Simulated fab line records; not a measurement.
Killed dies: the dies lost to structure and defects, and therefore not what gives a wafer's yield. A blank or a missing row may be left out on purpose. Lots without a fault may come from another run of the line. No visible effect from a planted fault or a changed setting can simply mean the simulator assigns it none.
Which tool was responsible? ; flow n5Finfet ; 72 wafers from 24 lots sampled at 5 of the route's 1938 steps

== WHAT THE GAUGES READ, wafer by wafer ==
N5_BEOL_M5_INSPECT_58: inspects for defects (darkfield). Usual: 77 for rawDefectCount, sd 25.
lot;measured;on;rawDefectCount;flag
L074;day 8 12:46;defectInspect-01;92 43 63;
L075;day 8 18:34;defectInspect-02;74 115 123;
L076;day 8 23:16;defectInspect-02;71 55 90;
L077;day 8 23:28;defectInspect-02;57 78 103;
L078;day 9 12:04;defectInspect-02;70 42 71;
L079;day 9 15:45;defectInspect-01;69 58 110;
L080;day 10 00:04;defectInspect-01;61 66 111;
L081;day 10 06:04;defectInspect-02;57 24 37;
L082;day 10 06:18;defectInspect-01;57 47 48;
L083;day 10 12:47;defectInspect-02;100 120 88;
L085;day 10 16:05;defectInspect-01;52 63 73;
L084;day 10 17:59;defectInspect-02;85 77 62;
L086;day 11 17:16;defectInspect-01;91 61 106;
L089;day 11 21:25;defectInspect-01;88 63 94;
L087;day 12 01:06;defectInspect-01;83 102 125;
L088;day 12 15:04;defectInspect-01;69 68 57;
L091;day 12 16:46;defectInspect-01;44 65 84;
L090;day 13 11:54;defectInspect-01;47 36 32;
L092;day 13 20:02;defectInspect-02;98 102 113;
L093;day 14 18:53;defectInspect-02;124 130 140;
L096;day 14 19:02;defectInspect-02;75 53 85;
L094;day 14 19:12;defectInspect-01;66 130 115;
L097;day 15 10:24;defectInspect-02;97 122 95;
L095;day 15 20:34;defectInspect-02;124 97 77;

== TOOL THAT RAN EACH LOT (tool first, then ch and the chambers of the sampled wafers, then the start) ==
lot;N5_BEOL_M5_ETCH_68;N5_BEOL_M5_PRE_CLEAN_45;N5_BEOL_M5_ANNEAL_84;N5_BEOL_M5_PRE_CLEAN_77
L074;rieDiel-06 ch 0,1,3, day 8 02:34;pvdSputter-03, day 8 03:28;pvdSputter-02, day 8 06:16;cvdCo-02 ch 0,1,2, day 8 12:29
L075;rieDiel-04 ch 0,2, day 8 11:13;pvdSputter-03, day 8 12:07;pvdSputter-03, day 8 14:52;cvdCo-02 ch 0,2, day 8 18:19
L076;rieDiel-04 ch 0,3, day 8 16:27;pvdSputter-03, day 8 17:20;pvdSputter-01, day 8 20:06;cvdCo-01 ch 0,1,2, day 8 23:01
L077;rieDiel-06 ch 0,2, day 8 16:37;pvdSputter-02, day 8 17:32;pvdSputter-03, day 8 20:17;cvdCo-02 ch 0,1,2, day 8 23:13
L078;rieDiel-02 ch 0,2, day 9 04:12;pvdSputter-02, day 9 05:20;pvdSputter-01, day 9 08:08;cvdCo-02 ch 0,1,2, day 9 11:49
L079;rieDiel-04 ch 0,1,3, day 9 08:34;pvdSputter-02, day 9 09:32;pvdSputter-01, day 9 12:34;cvdCo-02 ch 0,2, day 9 15:30
L080;rieDiel-04 ch 1,2,3, day 9 16:48;pvdSputter-03, day 9 17:45;pvdSputter-02, day 9 20:43;cvdCo-01 ch 0,1,2, day 9 23:47
L081;rieDiel-06 ch 0,1,3, day 9 22:34;pvdSputter-01, day 10 00:02;pvdSputter-02, day 10 02:52;cvdCo-02 ch 0,2, day 10 05:47
L082;rieDiel-04 ch 2,3, day 9 23:22;pvdSputter-02, day 10 00:17;pvdSputter-03, day 10 03:08;cvdCo-01 ch 0,1, day 10 06:03
L083;rieDiel-02 ch 0,2, day 10 05:16;pvdSputter-03, day 10 06:13;pvdSputter-02, day 10 09:13;cvdCo-01 ch 0,2, day 10 12:31
L085;rieDiel-04 ch 1,2,3, day 10 08:30;pvdSputter-03, day 10 09:53;pvdSputter-03, day 10 12:55;cvdCo-02 ch 0,1, day 10 15:50
L084;rieDiel-06 ch 0,1,3, day 10 10:28;pvdSputter-01, day 10 11:37;pvdSputter-02, day 10 14:38;cvdCo-02 ch 0,1,2, day 10 17:44
L086;rieDiel-02 ch 1,2,3, day 11 10:14;pvdSputter-02, day 11 11:11;pvdSputter-01, day 11 14:00;cvdCo-02 ch 0,1,2, day 11 17:01
L089;rieDiel-04 ch 0,3, day 11 13:04;pvdSputter-02, day 11 14:53;pvdSputter-03, day 11 18:15;cvdCo-01 ch 1,2, day 11 21:10
L087;rieDiel-02 ch 1,2,3, day 11 16:26;pvdSputter-02, day 11 19:07;pvdSputter-02, day 11 21:55;cvdCo-01 ch 0,1,2, day 12 00:51
L088;rieDiel-06 ch 2,3, day 12 08:00;pvdSputter-01, day 12 09:01;pvdSputter-01, day 12 11:53;cvdCo-02 ch 0,1,2, day 12 14:49
L091;rieDiel-06 ch 1,2,3, day 12 09:49;pvdSputter-03, day 12 10:43;pvdSputter-03, day 12 13:35;cvdCo-01 ch 1,2, day 12 16:31
L090;rieDiel-06 ch 0,1,3, day 13 03:08;pvdSputter-01, day 13 05:50;pvdSputter-03, day 13 08:43;cvdCo-01 ch 0,2, day 13 11:39
L092;rieDiel-06 ch 0,2,3, day 13 11:26;pvdSputter-02, day 13 13:53;pvdSputter-01, day 13 16:40;cvdCo-01 ch 0,2, day 13 19:47
L093;rieDiel-02 ch 1,2, day 14 05:34;pvdSputter-03, day 14 06:52;pvdSputter-02, day 14 15:43;cvdCo-01 ch 0,2, day 14 18:38
L096;rieDiel-06 ch 1,2, day 14 12:05;pvdSputter-01, day 14 13:01;pvdSputter-03, day 14 15:52;cvdCo-02 ch 1,2, day 14 18:47
L094;rieDiel-04 ch 0,1, day 14 12:22;pvdSputter-01, day 14 13:16;pvdSputter-01, day 14 16:01;cvdCo-02 ch 0,1,2, day 14 18:57
L097;rieDiel-06 ch 1,2,3, day 15 02:51;pvdSputter-02, day 15 03:46;pvdSputter-03, day 15 07:12;cvdCo-01 ch 1,2, day 15 10:10
L095;rieDiel-04 ch 2,3, day 15 12:47;pvdSputter-01, day 15 14:09;pvdSputter-02, day 15 17:24;cvdCo-01 ch 0,1,2, day 15 20:19
- N5_BEOL_M5_ETCH_68: etches SOC in N2/H2, target depth 80 nm, overetch 16 nm, time 120 s.
- N5_BEOL_M5_PRE_CLEAN_45: time 30 s.
- N5_BEOL_M5_ANNEAL_84: time 1800 s.
- N5_BEOL_M5_PRE_CLEAN_77: time 15 s.

== AS READ BY THE TOOLS THEMSELVES (means over the sampled wafers that have a number; for cases with no such wafer, the mark the record gives instead) ==
N5_BEOL_M5_ETCH_68. Usual: for drypumpMotorCurrentA, 5.5 A with a standard deviation of 0.51; for h2FlowSccm, 200.0 sccm with a standard deviation of 0.58; for oesProductAu, 0.61 a.u. with a standard deviation of 0.055; for rfFwdPowerW, 835.4 W with a standard deviation of 2.6; for rfVppV, 524.2 V with a standard deviation of 1.9; for showerheadPlenumPTorr, 2.55 Torr with a standard deviation of 0.06; for throttleValvePct, 17.85 % with a standard deviation of 0.21.
lot;tool;drypumpMotorCurrentA (A);h2FlowSccm (sccm);oesProductAu (a.u.);rfFwdPowerW (W);rfVppV (V);showerheadPlenumPTorr (Torr);throttleValvePct (%);flag
L074;rieDiel-06;5.6;199.8;0.61;837.9;524.5;2.56;17.80;
L075;rieDiel-04;5.0;200.1;0.64;835.2;522.6;2.49;17.79;
L076;rieDiel-04;5.2;200.2;0.63;832.0;525.0;2.57;17.70;
L077;rieDiel-06;5.2;199.7;0.55;834.8;523.2;2.52;17.81;
L078;rieDiel-02;6.0;200.3;0.66;835.1;524.5;2.57;17.88;
L079;rieDiel-04;5.5;200.2;0.61;834.5;525.3;2.59;17.75;
L080;rieDiel-04;5.5;199.6;0.62;837.4;524.3;2.56;17.80;
L081;rieDiel-06;5.6;200.0;0.59;835.3;524.0;2.55;17.82;
L082;rieDiel-04;5.1;199.3;0.64;833.8;523.8;2.49;17.81;
L083;rieDiel-02;5.7;199.8;0.60;834.8;523.6;2.55;18.05;
L085;rieDiel-04;5.5;199.5;0.61;835.6;524.6;2.56;17.82;
L084;rieDiel-06;5.6;199.9;0.59;837.2;524.1;2.55;17.83;
L086;rieDiel-02;5.7;199.8;0.61;834.0;525.5;2.60;17.81;
L089;rieDiel-04;5.2;200.3;0.60;832.7;524.2;2.56;17.73;
L087;rieDiel-02;5.7;200.1;0.61;836.2;525.4;2.60;17.81;
L088;rieDiel-06;6.0;200.5;0.60;836.7;522.4;2.51;18.07;
L091;rieDiel-06;5.9;200.2;0.59;834.5;523.3;2.55;18.03;
L090;rieDiel-06;5.6;200.0;0.63;835.2;524.1;2.54;17.73;
L092;rieDiel-06;5.7;200.3;0.64;835.3;523.6;2.51;17.77;
L093;rieDiel-02;5.9;200.0;0.61;838.7;524.5;2.55;17.88;
L096;rieDiel-06;5.6;199.9;0.55;835.3;525.0;2.59;18.12;
L094;rieDiel-04;5.5;199.9;0.57;834.9;524.7;2.57;17.82;
L097;rieDiel-06;5.9;200.2;0.59;835.0;523.4;2.54;18.04;
L095;rieDiel-04;5.1;200.4;0.61;834.8;521.9;2.48;17.88;

N5_BEOL_M5_PRE_CLEAN_45. Usual: 333 W for heaterPowerW, sd 27.
lot;tool;heaterPowerW (W);flag
L074;pvdSputter-03;359;
L075;pvdSputter-03;364;
L076;pvdSputter-03;390;
L077;pvdSputter-02;347;
L078;pvdSputter-02;318;
L079;pvdSputter-02;332;
L080;pvdSputter-03;335;
L081;pvdSputter-01;333;
L082;pvdSputter-02;333;
L083;pvdSputter-03;382;
L085;pvdSputter-03;358;
L084;pvdSputter-01;317;
L086;pvdSputter-02;332;
L089;pvdSputter-02;312;
L087;pvdSputter-02;327;
L088;pvdSputter-01;325;
L091;pvdSputter-03;363;
L090;pvdSputter-01;321;
L092;pvdSputter-02;328;
L093;pvdSputter-03;360;
L096;pvdSputter-01;314;
L094;pvdSputter-01;313;
L097;pvdSputter-02;312;
L095;pvdSputter-01;317;

N5_BEOL_M5_ANNEAL_84. Usual: 840 W for heaterPowerW, sd 74.
lot;tool;heaterPowerW (W);flag
L074;pvdSputter-02;793;
L075;pvdSputter-03;854;
L076;pvdSputter-01;805;
L077;pvdSputter-03;861;
L078;pvdSputter-01;812;
L079;pvdSputter-01;783;
L080;pvdSputter-02;806;
L081;pvdSputter-02;826;
L082;pvdSputter-03;970;
L083;pvdSputter-02;820;
L085;pvdSputter-03;922;
L084;pvdSputter-02;817;
L086;pvdSputter-01;809;
L089;pvdSputter-03;807;
L087;pvdSputter-02;865;
L088;pvdSputter-01;814;
L091;pvdSputter-03;933;
L090;pvdSputter-03;894;
L092;pvdSputter-01;810;
L093;pvdSputter-02;780;
L096;pvdSputter-03;838;
L094;pvdSputter-01;778;
L097;pvdSputter-03;799;
L095;pvdSputter-02;799;

N5_BEOL_M5_PRE_CLEAN_77. Usual: heaterPowerW 81 W, standard deviation 4.5; rfFwdPowerW 295.9 W, standard deviation 1.7.
lot;tool;heaterPowerW (W);rfFwdPowerW (W);flag
L074;cvdCo-02;81;296.2;
L075;cvdCo-02;78;293.7;
L076;cvdCo-01;82;296.8;
L077;cvdCo-02;81;295.8;
L078;cvdCo-02;81;295.6;
L079;cvdCo-02;79;293.7;
L080;cvdCo-01;82;296.8;
L081;cvdCo-02;80;294.5;
L082;cvdCo-01;82;298.2;
L083;cvdCo-01;83;296.4;
L085;cvdCo-02;83;294.3;
L084;cvdCo-02;80;295.6;
L086;cvdCo-02;81;294.8;
L089;cvdCo-01;78;296.9;
L087;cvdCo-01;82;297.0;
L088;cvdCo-02;81;294.7;
L091;cvdCo-01;80;297.6;
L090;cvdCo-01;85;296.2;
L092;cvdCo-01;83;295.5;
L093;cvdCo-01;86;295.3;
L096;cvdCo-02;77;294.0;
L094;cvdCo-02;82;295.3;
L097;cvdCo-01;80;298.3;
L095;cvdCo-01;82;296.7;

== THE ANSWER, worked out from the rows above alone ==
Rule: take the mean of a lot's wafers that have a number; if it is more than 3 standard deviations from the usual mean, the lot is off. Also off: a lot with no number at a reading for which 4 or more lots have one. All remaining lots with rows at the step are treated as sound. Order of review: gauges by route order, followed by the tools' own readings, for which a lot's mean as printed above is used. At the first step where some lot is off, the reading lying furthest off is the one used; lots without a number count as furthest.
Across all readings shown, no lot is off: no conclusion can be drawn from this.

== WHAT THE SIMULATOR PUT IN ==
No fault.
